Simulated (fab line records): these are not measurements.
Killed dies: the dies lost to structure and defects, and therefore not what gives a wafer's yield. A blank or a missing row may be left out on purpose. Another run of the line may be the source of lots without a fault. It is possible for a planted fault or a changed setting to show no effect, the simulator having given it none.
Which tool is to blame? / flow n5_finfet / 24 lots with 72 wafers sampled at 4 steps, on a route of 1938 steps

== WHAT THE GAUGES READ, wafer by wafer ==
N5_BEOL_M5_THK_MEAS_53: measures by xrf.
lot=L075; measured=day 8 17:44; on=film_metro-01; M5_THK (nm)=63.1 62.5 59.5
lot=L077; measured=day 8 21:58; on=film_metro-01; M5_THK (nm)=57.3 57.0 58.4
lot=L074; measured=day 8 21:44; on=film_metro-01; M5_THK (nm)=60.6 61.5 59.8
lot=L076; measured=day 9 00:02; on=film_metro-02; M5_THK (nm)=59.7 61.6 58.1
lot=L078; measured=day 9 22:15; on=film_metro-02; M5_THK (nm)=61.0 58.7 59.3
lot=L079; measured=day 10 00:53; on=film_metro-02; M5_THK (nm)=62.6 62.8 58.6
lot=L080; measured=day 9 20:12; on=film_metro-02; M5_THK (nm)=59.0 59.8 60.7
lot=L081; measured=day 10 08:40; on=film_metro-01; M5_THK (nm)=60.0 58.2 58.4
lot=L082; measured=day 10 17:54; on=film_metro-02; M5_THK (nm)=59.9 60.6 60.4
lot=L083; measured=day 11 02:01; on=film_metro-01; M5_THK (nm)=60.2 60.2 60.0
lot=L084; measured=day 11 08:43; on=film_metro-02; M5_THK (nm)=59.0 57.6 60.7
lot=L086; measured=day 11 09:10; on=film_metro-01; M5_THK (nm)=62.3 61.5 57.7
lot=L085; measured=day 11 18:02; on=film_metro-02; M5_THK (nm)=60.9 61.3 62.0
lot=L087; measured=day 12 06:13; on=film_metro-02; M5_THK (nm)=61.0 59.7 62.4
lot=L088; measured=day 12 12:10; on=film_metro-02; M5_THK (nm)=59.9 61.8 60.6
lot=L090; measured=day 12 14:43; on=film_metro-02; M5_THK (nm)=60.8 60.5 62.9
lot=L092; measured=day 12 21:48; on=film_metro-02; M5_THK (nm)=62.3 63.9 59.2
lot=L089; measured=day 13 04:23; on=film_metro-02; M5_THK (nm)=61.4 61.8 63.0
lot=L091; measured=day 13 06:16; on=film_metro-01; M5_THK (nm)=59.3 63.4 58.5
lot=L093; measured=day 13 12:40; on=film_metro-01; M5_THK (nm)=60.4 61.9 59.7
lot=L095; measured=day 13 22:22; on=film_metro-01; M5_THK (nm)=63.4 63.0 62.2
lot=L094; measured=day 13 23:40; on=film_metro-02; M5_THK (nm)=62.3 63.1 64.2
lot=L096; measured=day 14 04:50; on=film_metro-01; M5_THK (nm)=58.6 63.1 57.5
lot=L097; measured=day 14 19:01; on=film_metro-02; M5_THK (nm)=60.0 58.1 59.5

== WHAT TOOL EACH LOT RAN ON (gives the tool, then ch and the chambers of the sampled wafers, and finally the start) ==
lot=L075; N5_BEOL_M4_ALD_84=ald_metal-03 ch 1,2, day 8 04:03; N5_BEOL_M5_SURFACE_TREAT_87=pvd_sputter-02, day 8 12:20; N5_BEOL_M5_ANNEAL_49=pvd_sputter-02, day 8 12:40
lot=L077; N5_BEOL_M4_ALD_84=ald_metal-03 ch 0,3, day 8 05:50; N5_BEOL_M5_SURFACE_TREAT_87=pvd_sputter-03, day 8 16:08; N5_BEOL_M5_ANNEAL_49=pvd_sputter-01, day 8 16:30
lot=L074; N5_BEOL_M4_ALD_84=ald_metal-01 ch 0,2,3, day 8 05:59; N5_BEOL_M5_SURFACE_TREAT_87=pvd_sputter-03, day 8 16:13; N5_BEOL_M5_ANNEAL_49=pvd_sputter-03, day 8 16:41
lot=L076; N5_BEOL_M4_ALD_84=ald_metal-03 ch 1,2,3, day 8 09:02; N5_BEOL_M5_SURFACE_TREAT_87=pvd_sputter-02, day 8 18:20; N5_BEOL_M5_ANNEAL_49=pvd_sputter-02, day 8 18:58
lot=L078; N5_BEOL_M4_ALD_84=ald_metal-03 ch 0,1,3, day 8 21:41; N5_BEOL_M5_SURFACE_TREAT_87=pvd_sputter-03, day 9 16:13; N5_BEOL_M5_ANNEAL_49=pvd_sputter-03, day 9 16:34
lot=L079; N5_BEOL_M4_ALD_84=ald_metal-01 ch 0,2,3, day 9 03:42; N5_BEOL_M5_SURFACE_TREAT_87=pvd_sputter-01, day 9 16:20; N5_BEOL_M5_ANNEAL_49=pvd_sputter-01, day 9 19:50
lot=L080; N5_BEOL_M4_ALD_84=ald_metal-02 ch 0,1, day 9 05:11; N5_BEOL_M5_SURFACE_TREAT_87=pvd_sputter-02, day 9 14:34; N5_BEOL_M5_ANNEAL_49=pvd_sputter-02, day 9 14:52
lot=L081; N5_BEOL_M4_ALD_84=ald_metal-02 ch 0,1,2, day 9 13:35; N5_BEOL_M5_SURFACE_TREAT_87=pvd_sputter-01, day 10 03:17; N5_BEOL_M5_ANNEAL_49=pvd_sputter-02, day 10 03:35
lot=L082; N5_BEOL_M4_ALD_84=ald_metal-02 ch 0,3, day 9 21:26; N5_BEOL_M5_SURFACE_TREAT_87=pvd_sputter-01, day 10 10:34; N5_BEOL_M5_ANNEAL_49=pvd_sputter-01, day 10 10:52
lot=L083; N5_BEOL_M4_ALD_84=ald_metal-03 ch 0,1,3, day 10 11:38; N5_BEOL_M5_SURFACE_TREAT_87=pvd_sputter-03, day 10 20:40; N5_BEOL_M5_ANNEAL_49=pvd_sputter-03, day 10 20:58
lot=L084; N5_BEOL_M4_ALD_84=ald_metal-02 ch 0,2,3, day 10 17:55; N5_BEOL_M5_SURFACE_TREAT_87=pvd_sputter-01, day 11 02:57; N5_BEOL_M5_ANNEAL_49=pvd_sputter-02, day 11 03:19
lot=L086; N5_BEOL_M4_ALD_84=ald_metal-01 ch 1,2,3, day 10 17:58; N5_BEOL_M5_SURFACE_TREAT_87=pvd_sputter-01, day 11 03:17; N5_BEOL_M5_ANNEAL_49=pvd_sputter-01, day 11 03:42
lot=L085; N5_BEOL_M4_ALD_84=ald_metal-01 ch 2,3, day 11 00:08; N5_BEOL_M5_SURFACE_TREAT_87=pvd_sputter-03, day 11 11:46; N5_BEOL_M5_ANNEAL_49=pvd_sputter-01, day 11 12:49
lot=L087; N5_BEOL_M4_ALD_84=ald_metal-03 ch 2,3, day 11 11:28; N5_BEOL_M5_SURFACE_TREAT_87=pvd_sputter-02, day 11 20:47; N5_BEOL_M5_ANNEAL_49=pvd_sputter-03, day 11 21:07
lot=L088; N5_BEOL_M4_ALD_84=ald_metal-02 ch 0,1,3, day 11 17:54; N5_BEOL_M5_SURFACE_TREAT_87=pvd_sputter-03, day 12 06:44; N5_BEOL_M5_ANNEAL_49=pvd_sputter-03, day 12 07:06
lot=L090; N5_BEOL_M4_ALD_84=ald_metal-01 ch 1,2,3, day 11 22:27; N5_BEOL_M5_SURFACE_TREAT_87=pvd_sputter-02, day 12 09:14; N5_BEOL_M5_ANNEAL_49=pvd_sputter-01, day 12 09:39
lot=L092; N5_BEOL_M4_ALD_84=ald_metal-01 ch 0,2,3, day 12 06:48; N5_BEOL_M5_SURFACE_TREAT_87=pvd_sputter-02, day 12 16:11; N5_BEOL_M5_ANNEAL_49=pvd_sputter-02, day 12 16:44
lot=L089; N5_BEOL_M4_ALD_84=ald_metal-02 ch 0,1,2, day 12 14:12; N5_BEOL_M5_SURFACE_TREAT_87=pvd_sputter-03, day 12 22:55; N5_BEOL_M5_ANNEAL_49=pvd_sputter-02, day 12 23:19
lot=L091; N5_BEOL_M4_ALD_84=ald_metal-01 ch 0,2,3, day 12 14:18; N5_BEOL_M5_SURFACE_TREAT_87=pvd_sputter-02, day 12 22:59; N5_BEOL_M5_ANNEAL_49=pvd_sputter-03, day 13 01:01
lot=L093; N5_BEOL_M4_ALD_84=ald_metal-02 ch 1,2,3, day 12 22:22; N5_BEOL_M5_SURFACE_TREAT_87=pvd_sputter-01, day 13 07:11; N5_BEOL_M5_ANNEAL_49=pvd_sputter-01, day 13 07:31
lot=L095; N5_BEOL_M4_ALD_84=ald_metal-02 ch 0,3, day 13 06:23; N5_BEOL_M5_SURFACE_TREAT_87=pvd_sputter-03, day 13 16:07; N5_BEOL_M5_ANNEAL_49=pvd_sputter-01, day 13 16:44
lot=L094; N5_BEOL_M4_ALD_84=ald_metal-03 ch 0,3, day 13 06:59; N5_BEOL_M5_SURFACE_TREAT_87=pvd_sputter-02, day 13 18:13; N5_BEOL_M5_ANNEAL_49=pvd_sputter-03, day 13 18:36
lot=L096; N5_BEOL_M4_ALD_84=ald_metal-01 ch 1,2,3, day 13 13:45; N5_BEOL_M5_SURFACE_TREAT_87=pvd_sputter-03, day 13 23:20; N5_BEOL_M5_ANNEAL_49=pvd_sputter-03, day 13 23:46
lot=L097; N5_BEOL_M4_ALD_84=ald_metal-03 ch 2,3, day 14 00:18; N5_BEOL_M5_SURFACE_TREAT_87=pvd_sputter-03, day 14 13:36; N5_BEOL_M5_ANNEAL_49=pvd_sputter-03, day 14 13:58
- N5_BEOL_M4_ALD_84: deposits TaN, pulse time 2 s, purge time 3 s, co reactant purge time 2 s.
- N5_BEOL_M5_SURFACE_TREAT_87
- N5_BEOL_M5_ANNEAL_49: time 1800 s.

== AS READ BY THE TOOLS THEMSELVES (means over the sampled wafers that have a number; for cases with no such wafer, the mark the record gives instead) ==
N5_BEOL_M4_ALD_84.
lot=L075; tool=ald_metal-03; heater_power_outer_w (W)=237; heater_power_w (W)=393; susceptor_temp_C (C)=274.94
lot=L077; tool=ald_metal-03; heater_power_outer_w (W)=254; heater_power_w (W)=509; susceptor_temp_C (C)=274.99
lot=L074; tool=ald_metal-01; heater_power_outer_w (W)=218; heater_power_w (W)=415; susceptor_temp_C (C)=275.17
lot=L076; tool=ald_metal-03; heater_power_outer_w (W)=241; heater_power_w (W)=426; susceptor_temp_C (C)=275.03
lot=L078; tool=ald_metal-03; heater_power_outer_w (W)=259; heater_power_w (W)=466; susceptor_temp_C (C)=275.14
lot=L079; tool=ald_metal-01; heater_power_outer_w (W)=218; heater_power_w (W)=410; susceptor_temp_C (C)=275.08
lot=L080; tool=ald_metal-02; heater_power_outer_w (W)=268; heater_power_w (W)=473; susceptor_temp_C (C)=275.06
lot=L081; tool=ald_metal-02; heater_power_outer_w (W)=263; heater_power_w (W)=467; susceptor_temp_C (C)=275.00
lot=L082; tool=ald_metal-02; heater_power_outer_w (W)=255; heater_power_w (W)=453; susceptor_temp_C (C)=274.87
lot=L083; tool=ald_metal-03; heater_power_outer_w (W)=256; heater_power_w (W)=469; susceptor_temp_C (C)=274.88
lot=L084; tool=ald_metal-02; heater_power_outer_w (W)=251; heater_power_w (W)=433; susceptor_temp_C (C)=275.04
lot=L086; tool=ald_metal-01; heater_power_outer_w (W)=206; heater_power_w (W)=383; susceptor_temp_C (C)=275.17
lot=L085; tool=ald_metal-01; heater_power_outer_w (W)=224; heater_power_w (W)=396; susceptor_temp_C (C)=274.98
lot=L087; tool=ald_metal-03; heater_power_outer_w (W)=239; heater_power_w (W)=436; susceptor_temp_C (C)=275.01
lot=L088; tool=ald_metal-02; heater_power_outer_w (W)=255; heater_power_w (W)=446; susceptor_temp_C (C)=274.92
lot=L090; tool=ald_metal-01; heater_power_outer_w (W)=203; heater_power_w (W)=382; susceptor_temp_C (C)=275.14
lot=L092; tool=ald_metal-01; heater_power_outer_w (W)=217; heater_power_w (W)=415; susceptor_temp_C (C)=274.95
lot=L089; tool=ald_metal-02; heater_power_outer_w (W)=265; heater_power_w (W)=465; susceptor_temp_C (C)=274.89
lot=L091; tool=ald_metal-01; heater_power_outer_w (W)=219; heater_power_w (W)=411; susceptor_temp_C (C)=274.92
lot=L093; tool=ald_metal-02; heater_power_outer_w (W)=244; heater_power_w (W)=436; susceptor_temp_C (C)=275.02
lot=L095; tool=ald_metal-02; heater_power_outer_w (W)=254; heater_power_w (W)=448; susceptor_temp_C (C)=275.03
lot=L094; tool=ald_metal-03; heater_power_outer_w (W)=253; heater_power_w (W)=474; susceptor_temp_C (C)=274.97
lot=L096; tool=ald_metal-01; heater_power_outer_w (W)=204; heater_power_w (W)=380; susceptor_temp_C (C)=275.23
lot=L097; tool=ald_metal-03; heater_power_outer_w (W)=224; heater_power_w (W)=409; susceptor_temp_C (C)=274.91

N5_BEOL_M5_ANNEAL_49.
lot=L075; tool=pvd_sputter-02; heater_power_w (W)=758; susceptor_temp_C (C)=399.89
lot=L077; tool=pvd_sputter-01; heater_power_w (W)=835; susceptor_temp_C (C)=400.26
lot=L074; tool=pvd_sputter-03; heater_power_w (W)=846; susceptor_temp_C (C)=400.06
lot=L076; tool=pvd_sputter-02; heater_power_w (W)=855; susceptor_temp_C (C)=400.12
lot=L078; tool=pvd_sputter-03; heater_power_w (W)=860; susceptor_temp_C (C)=400.00
lot=L079; tool=pvd_sputter-01; heater_power_w (W)=807; susceptor_temp_C (C)=400.13
lot=L080; tool=pvd_sputter-02; heater_power_w (W)=755; susceptor_temp_C (C)=400.08
lot=L081; tool=pvd_sputter-02; heater_power_w (W)=801; susceptor_temp_C (C)=400.08
lot=L082; tool=pvd_sputter-01; heater_power_w (W)=789; susceptor_temp_C (C)=399.86
lot=L083; tool=pvd_sputter-03; heater_power_w (W)=769; susceptor_temp_C (C)=400.35
lot=L084; tool=pvd_sputter-02; heater_power_w (W)=789; susceptor_temp_C (C)=399.79
lot=L086; tool=pvd_sputter-01; heater_power_w (W)=823; susceptor_temp_C (C)=400.14
lot=L085; tool=pvd_sputter-01; heater_power_w (W)=808; susceptor_temp_C (C)=399.96
lot=L087; tool=pvd_sputter-03; heater_power_w (W)=776; susceptor_temp_C (C)=399.81
lot=L088; tool=pvd_sputter-03; heater_power_w (W)=875; susceptor_temp_C (C)=400.18
lot=L090; tool=pvd_sputter-01; heater_power_w (W)=846; susceptor_temp_C (C)=400.07
lot=L092; tool=pvd_sputter-02; heater_power_w (W)=813; susceptor_temp_C (C)=399.84
lot=L089; tool=pvd_sputter-02; heater_power_w (W)=759; susceptor_temp_C (C)=400.04
lot=L091; tool=pvd_sputter-03; heater_power_w (W)=857; susceptor_temp_C (C)=399.96
lot=L093; tool=pvd_sputter-01; heater_power_w (W)=811; susceptor_temp_C (C)=399.73
lot=L095; tool=pvd_sputter-01; heater_power_w (W)=809; susceptor_temp_C (C)=400.18
lot=L094; tool=pvd_sputter-03; heater_power_w (W)=794; susceptor_temp_C (C)=399.95
lot=L096; tool=pvd_sputter-03; heater_power_w (W)=859; susceptor_temp_C (C)=400.01
lot=L097; tool=pvd_sputter-03; heater_power_w (W)=772; susceptor_temp_C (C)=399.91

== THE ANSWER, worked out from the rows above alone ==
Rule: the usual values come from the lots themselves. The widest of any qualifying gaps counts: lots, ordered by their means at a reading, are off when they make up no more than a third of the lots, leave a main group of 4 or more, and stand apart from it by 3 or more times the standard deviation of that group's means. The tables above print the reading to a certain number of digits; a main group whose means all agree to those digits is not used. Also off: a lot with no number at a reading for which 4 or more lots have one. Any other lot the step has rows for is counted as sound. First the gauges in route order, then the tools' own readings, where a lot's mean is used as printed above. At the first step where some lot is off, the reading lying furthest off is the one used; lots without a number count as furthest.
No lot is off on any of the readings shown, so nothing can be concluded from this.

== WHAT THE SIMULATOR HAD PUT IN ==
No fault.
